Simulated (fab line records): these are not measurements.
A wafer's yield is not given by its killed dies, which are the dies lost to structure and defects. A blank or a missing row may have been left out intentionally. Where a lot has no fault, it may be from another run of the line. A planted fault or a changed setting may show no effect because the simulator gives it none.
Lot-split experiment / flow n5-finfet / 21 wafers read from 7 lots, route of 1938 steps

## ON THE SPLIT
At N5_BEOL_M15_EXPOSE_07 (exposes mask V14), the setting dose-mj was moved away from the recipe's 41.25 on 5 of the 21 wafers read, by -7.1% to +4.2%. All remaining wafers had this setting at the recipe value.

## FROM THE SPLIT TO THE READING: what the file shows between them, 3 steps
- N5_BEOL_M15_PEB_08: peb time 90 s
- N5_BEOL_M15_DEVELOP_09: develop time 45 s
- N5_BEOL_M15_HARDBAKE_14: time 120 s

## THE READING
cd-nm at N5_BEOL_M15_CD_MEAS_10, given in nm (cd target 360 nm). A value of 360.4 nm with a standard deviation of 1.6 nm is what fault-free wafers of this fab line usually give.

wafer=L083.2; tool, chamber at the split=krf-scanner-01, 0; dose-mj as run=42.55; against the recipe=+3.2%; cd-nm, nm=363.3; against lot-mates on the recipe=+3.2
wafer=L083.3; tool, chamber at the split=krf-scanner-01, 0; dose-mj as run=41.25; against the recipe=recipe; cd-nm, nm=358.2; against lot-mates on the recipe=-
wafer=L083.4; tool, chamber at the split=krf-scanner-01, 0; dose-mj as run=41.25; against the recipe=recipe; cd-nm, nm=362.0; against lot-mates on the recipe=-
wafer=L086.2; tool, chamber at the split=krf-scanner-01, 0; dose-mj as run=41.25; against the recipe=recipe; cd-nm, nm=359.6; against lot-mates on the recipe=-
wafer=L086.3; tool, chamber at the split=krf-scanner-01, 0; dose-mj as run=41.25; against the recipe=recipe; cd-nm, nm=361.3; against lot-mates on the recipe=-
wafer=L086.6; tool, chamber at the split=krf-scanner-01, 0; dose-mj as run=41.25; against the recipe=recipe; cd-nm, nm=359.7; against lot-mates on the recipe=-
wafer=L088.2; tool, chamber at the split=krf-scanner-02, 0; dose-mj as run=38.68; against the recipe=-6.2%; cd-nm, nm=348.9; against lot-mates on the recipe=-10.2
wafer=L088.3; tool, chamber at the split=krf-scanner-02, 0; dose-mj as run=41.25; against the recipe=recipe; cd-nm, nm=358.7; against lot-mates on the recipe=-
wafer=L088.6; tool, chamber at the split=krf-scanner-02, 0; dose-mj as run=41.25; against the recipe=recipe; cd-nm, nm=359.5; against lot-mates on the recipe=-
wafer=L090.4; tool, chamber at the split=krf-scanner-02, 0; dose-mj as run=41.25; against the recipe=recipe; cd-nm, nm=360.4; against lot-mates on the recipe=-
wafer=L090.5; tool, chamber at the split=krf-scanner-02, 0; dose-mj as run=41.25; against the recipe=recipe; cd-nm, nm=361.5; against lot-mates on the recipe=-
wafer=L090.6; tool, chamber at the split=krf-scanner-02, 0; dose-mj as run=42.99; against the recipe=+4.2%; cd-nm, nm=367.2; against lot-mates on the recipe=+6.2
wafer=L092.2; tool, chamber at the split=krf-scanner-01, 0; dose-mj as run=41.25; against the recipe=recipe; cd-nm, nm=359.0; against lot-mates on the recipe=-
wafer=L092.3; tool, chamber at the split=krf-scanner-01, 0; dose-mj as run=41.25; against the recipe=recipe; cd-nm, nm=359.5; against lot-mates on the recipe=-
wafer=L092.5; tool, chamber at the split=krf-scanner-01, 0; dose-mj as run=40.16; against the recipe=-2.6%; cd-nm, nm=355.4; against lot-mates on the recipe=-3.9
wafer=L094.1; tool, chamber at the split=krf-scanner-01, 0; dose-mj as run=41.25; against the recipe=recipe; cd-nm, nm=359.8; against lot-mates on the recipe=-
wafer=L094.2; tool, chamber at the split=krf-scanner-01, 0; dose-mj as run=41.25; against the recipe=recipe; cd-nm, nm=361.4; against lot-mates on the recipe=-
wafer=L094.3; tool, chamber at the split=krf-scanner-01, 0; dose-mj as run=38.34; against the recipe=-7.1%; cd-nm, nm=350.6; against lot-mates on the recipe=-10.0
wafer=L096.3; tool, chamber at the split=krf-scanner-02, 0; dose-mj as run=41.25; against the recipe=recipe; cd-nm, nm=360.0; against lot-mates on the recipe=-
wafer=L096.4; tool, chamber at the split=krf-scanner-02, 0; dose-mj as run=41.25; against the recipe=recipe; cd-nm, nm=360.2; against lot-mates on the recipe=-
wafer=L096.5; tool, chamber at the split=krf-scanner-02, 0; dose-mj as run=41.25; against the recipe=recipe; cd-nm, nm=357.3; against lot-mates on the recipe=-

FIT RESULTS
A straight line over all 21 wafers: cd-nm changes by +1.52 nm for each +1% of dose-mj; r = +0.95; the points scatter about the line by 1.3 nm.
The same after taking each lot's own level away (the mean of its wafers on the recipe; 21 wafers): +1.46 nm for each +1%; r = +0.96; scatter 1 nm.
According to that fit, moving dose-mj by its largest amount changes the reading by 10 nm.
From 359.10 to 360.95 nm: that is the span of the lots' own levels, equal to 1.2 times the standard deviation above.
So the lot-to-lot level changes the slope little: the two slopes agree.
Check: for one of the wafers moved furthest among these (-7.1%), held out of the fit, the line's prediction against its lot-mates is -10.7 nm. Against them it came out at -10 nm.

## THESE WAFERS: OTHER SPLITS
Before the reading, these wafers also passed through other splits. Each is held against what the fit with the lots' levels taken away leaves over:
other split on the same wafers=N5_BEOL_M12_COAT_66 spin-rpm; wafers away from the commonest value=6; r with cd-nm (lot level and that fit taken away)=-0.10
other split on the same wafers=N5_BEOL_M13_COAT_58 spin-rpm; wafers away from the commonest value=8; r with cd-nm (lot level and that fit taken away)=+0.15
other split on the same wafers=N5_BEOL_M13_EXPOSE_07 dose-mj; wafers away from the commonest value=11; r with cd-nm (lot level and that fit taken away)=+0.08
other split on the same wafers=N5_BEOL_M14_PEB_26 peb-temp-c; wafers away from the commonest value=7; r with cd-nm (lot level and that fit taken away)=-0.17
other split on the same wafers=N5_BEOL_M14_DEVELOP_27 develop-time-s; wafers away from the commonest value=8; r with cd-nm (lot level and that fit taken away)=-0.05

## THE FILE'S OWN FIT
cd-nm changes by +1.46 nm for each +1% of dose-mj, r = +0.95.
